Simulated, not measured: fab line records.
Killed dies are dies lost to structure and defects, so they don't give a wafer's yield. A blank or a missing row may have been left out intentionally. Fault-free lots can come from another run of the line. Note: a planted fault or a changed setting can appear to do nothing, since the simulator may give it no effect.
Chamber matching	flow n5 finfet	N5_BEOL_M0_SAQP_MANDREL1_REMOVE_100 on rie si-06: 4 sister chambers
The step chemistry HBr/Cl2/O2, target a-Si, stops on SiNx, bt time 10 s. 7 wafers are shown with their chamber, then 7 later ones without.

WAFERS, EACH WITH ITS CHAMBER
wafer	chamber	drypump motor current A (A)	oes product au (a.u.)
L077.5	2	5.8	0.982
L084.1	3	6.7	1.000
L084.3	0	5.8	1.008
L088.2	3	6.8	0.996
L088.5	1	5.6	1.018
L089.2	0	5.8	1.011
L089.4	1	5.7	1.026

WAFERS WITH NO CHAMBER GIVEN
wafer	drypump motor current A (A)	oes product au (a.u.)
L089.6	5.7	0.997
L094.4	5.8	0.985
L094.5	5.6	1.016
L094.6	5.8	0.989
L097.1	5.8	0.999
L097.4	5.6	1.023
L097.5	5.8	0.997

EACH ONE'S CHAMBER
wafer	from the rows above	in truth
L089.6	can't be placed: 0 or 2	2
L094.4	2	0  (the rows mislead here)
L094.5	1	1
L094.6	2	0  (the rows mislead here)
L097.1	can't be placed: 0 or 2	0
L097.4	1	1
L097.5	can't be placed: 0 or 2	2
Correct placement for 2 of the 7. Not placeable from these rows: 3 (in 3, the candidates include the true chamber). Wrongly placed: 2.
How it was worked out, from the rows above alone: a wafer's distance from a chamber is the root of the sum, over the readings, of the square of ((its reading less the chamber's mean) divided by the reading's scatter). If the next closest chamber is less than 2 further off than the closest, the wafer can't be placed; otherwise it belongs to the closest. The mean given for a chamber averages the wafers shown for that chamber. How the scatter is found: for the shown wafers, subtract from each reading the mean of its chamber, square and add these, divide the total by (wafers less chambers), then take the root.
